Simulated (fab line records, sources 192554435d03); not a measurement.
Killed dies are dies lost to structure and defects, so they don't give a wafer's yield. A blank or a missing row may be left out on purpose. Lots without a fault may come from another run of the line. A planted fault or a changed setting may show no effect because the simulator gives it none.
Chamber matching | flow n5_finfet | N5_STI_FIN_REVEAL_ALD_00 on ald_sin-03: 4 sister chambers
The step deposits SiO2, target thk 1 nm, pulse time 1 s. 18 wafers are shown with their chamber, then 9 later ones without.

WAFERS WITH THEIR CHAMBER
wafer  | chamber | heater_power_outer_w (W) | heater_power_w (W) | precursor_pulse_height_rel
L075.3 | 2       | 191                      | 362                | 0.979
L075.4 | 3       | 217                      | 390                | 0.974
L075.5 | 2       | 189                      | 358                | 1.038
L076.2 | 0       | 294                      | 515                | 1.013
L076.4 | 3       | 210                      | 366                | 1.008
L076.6 | 1       | 231                      | 440                | 0.970
L078.1 | 0       | 291                      | 508                | 1.025
L078.3 | 3       | 215                      | 379                | 0.994
L078.6 | 2       | 195                      | 369                | 1.012
L081.1 | 0       | 289                      | 528                | 0.970
L081.4 | 1       | 238                      | 454                | 0.999
L081.6 | 1       | 236                      | 446                | 1.019
L085.2 | 2       | 188                      | 362                | 0.994
L085.4 | 0       | 296                      | 514                | 0.970
L085.6 | 1       | 241                      | 440                | 0.990
L088.2 | 0       | 286                      | 506                | 0.986
L088.3 | 3       | 216                      | 395                | 0.988
L088.5 | 1       | 239                      | 452                | 0.954

SIGNATURES (means of the wafers above)
reading                    | chamber 0 | chamber 1 | chamber 2 | chamber 3 | scatter within a chamber
heater_power_outer_w       | 291.20    | 237.00    | 190.75    | 214.50    | 3.57
heater_power_w             | 514.20    | 446.40    | 362.75    | 382.50    | 8.57
precursor_pulse_height_rel | 0.99280   | 0.98640   | 1.00575   | 0.99100   | 0.0233
Rule: a wafer's distance from a chamber is the root of the sum, over the readings, of the square of ((its reading less the chamber's mean) divided by the reading's scatter). The wafer belongs to the nearest chamber; if the next one is less than 2 further off, it can't be placed. The scatter: the root of (the sum of the squares of (reading less its chamber's mean) over the shown wafers, divided by (wafers less chambers)).

WAFERS WITHOUT THEIR CHAMBER
wafer  | heater_power_outer_w (W) | heater_power_w (W) | precursor_pulse_height_rel
L089.2 | 185                      | 366                | 0.980
L089.3 | 239                      | 447                | 1.000
L089.6 | 239                      | 451                | 0.986
L092.1 | 185                      | 359                | 0.993
L092.4 | 244                      | 457                | 1.028
L092.6 | 192                      | 365                | 1.017
L095.1 | 235                      | 459                | 1.031
L095.3 | 193                      | 366                | 1.017
L095.4 | 286                      | 509                | 1.026

WHICH CHAMBER EACH WENT THROUGH
wafer  | from the rows above | in truth
L089.2 | 2                   | 2
L089.3 | 1                   | 1
L089.6 | 1                   | 1
L092.1 | 2                   | 2
L092.4 | 1                   | 1
L092.6 | 2                   | 2
L095.1 | 1                   | 1
L095.3 | 2                   | 2
L095.4 | 0                   | 0
Placed correctly: 9 of 9. Can't be placed from these rows: 0. Placed wrongly: 0.
